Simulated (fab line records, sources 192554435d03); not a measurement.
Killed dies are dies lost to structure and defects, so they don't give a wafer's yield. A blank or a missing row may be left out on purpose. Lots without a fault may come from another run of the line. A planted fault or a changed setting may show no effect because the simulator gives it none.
Chamber matching | flow n5_finfet | N5_BEOL_M5_CO_CAP_78 on cvd_co-02: 3 sister chambers
The step material Co, precursor CCTBA/H2, target thk 2 nm, time 102.1 s. 36 wafers are shown with their chamber, then 12 later ones without.

WAFERS WITH THEIR CHAMBER
wafer  | chamber | heater_power_w (W) | susceptor_temp_C (C)
L074.1 | 2       | 223                | 200.01
L074.4 | 2       | 222                | 200.13
L074.6 | 1       | 250                | 199.92
L075.1 | 0       | 246                | 200.21
L075.2 | 1       | 252                | 200.22
L075.6 | 1       | 254                | 200.24
L078.2 | 1       | 253                | 199.89
L078.3 | 2       | 222                | 200.29
L078.6 | 1       | 255                | 200.04
L081.1 | 0       | 239                | 199.94
L081.2 | 1       | 251                | 199.97
L081.6 | 0       | 247                | 199.96
L082.1 | 2       | 217                | 199.94
L082.3 | 1       | 255                | 199.95
L082.4 | 2       | 224                | 199.90
L083.2 | 0       | 246                | 199.58
L083.3 | 1       | 259                | 200.08
L083.6 | 1       | 247                | 200.26
L084.1 | 1       | 253                | 200.01
L084.3 | 2       | 221                | 200.06
L084.4 | 0       | 244                | 199.77
L085.1 | 1       | 255                | 200.05
L085.4 | 2       | 221                | 199.91
L085.6 | 0       | 248                | 200.07
L087.1 | 2       | 226                | 200.21
L087.2 | 0       | 241                | 200.03
L087.5 | 0       | 241                | 199.63
L086.2 | 1       | 257                | 200.08
L086.4 | 2       | 234                | 200.07
L086.5 | 2       | 223                | 200.25
L076.3 | 2       | 228                | 199.94
L076.4 | 1       | 246                | 199.96
L076.6 | 2       | 222                | 199.90
L089.2 | 2       | 222                | 199.93
L089.3 | 1       | 250                | 200.05
L089.5 | 2       | 224                | 200.01

SIGNATURES (means of the wafers above)
reading          | chamber 0 | chamber 1 | chamber 2 | scatter within a chamber
heater_power_w   | 244.00    | 252.64    | 223.50    | 3.69
susceptor_temp_C | 199.8988  | 200.0514  | 200.0393  | 0.151
Rule: a wafer's distance from a chamber is the root of the sum, over the readings, of the square of ((its reading less the chamber's mean) divided by the reading's scatter). The wafer belongs to the nearest chamber; if the next one is less than 2 further off, it can't be placed. The scatter: the root of (the sum of the squares of (reading less its chamber's mean) over the shown wafers, divided by (wafers less chambers)).

WAFERS WITHOUT THEIR CHAMBER
wafer  | heater_power_w (W) | susceptor_temp_C (C)
L091.2 | 242                | 200.01
L091.5 | 240                | 199.96
L091.6 | 230                | 200.25
L088.2 | 249                | 199.91
L088.3 | 223                | 199.96
L088.6 | 242                | 199.98
L094.1 | 244                | 199.95
L094.3 | 244                | 200.03
L094.4 | 229                | 199.65
L093.2 | 225                | 200.22
L093.4 | 224                | 199.94
L093.6 | 253                | 199.98

WHICH CHAMBER EACH WENT THROUGH
wafer  | from the rows above     | in truth
L091.2 | can't be placed: 0 or 1 | 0
L091.5 | 0                       | 0
L091.6 | 2                       | 2
L088.2 | can't be placed: 0 or 1 | 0
L088.3 | 2                       | 2
L088.6 | 0                       | 0
L094.1 | 0                       | 0
L094.3 | can't be placed: 0 or 1 | 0
L094.4 | can't be placed: 2 or 0 | 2
L093.2 | 2                       | 2
L093.4 | 2                       | 2
L093.6 | 1                       | 1
Placed correctly: 8 of 12. Can't be placed from these rows: 4 (the true chamber is among the candidates in 4). Placed wrongly: 0.
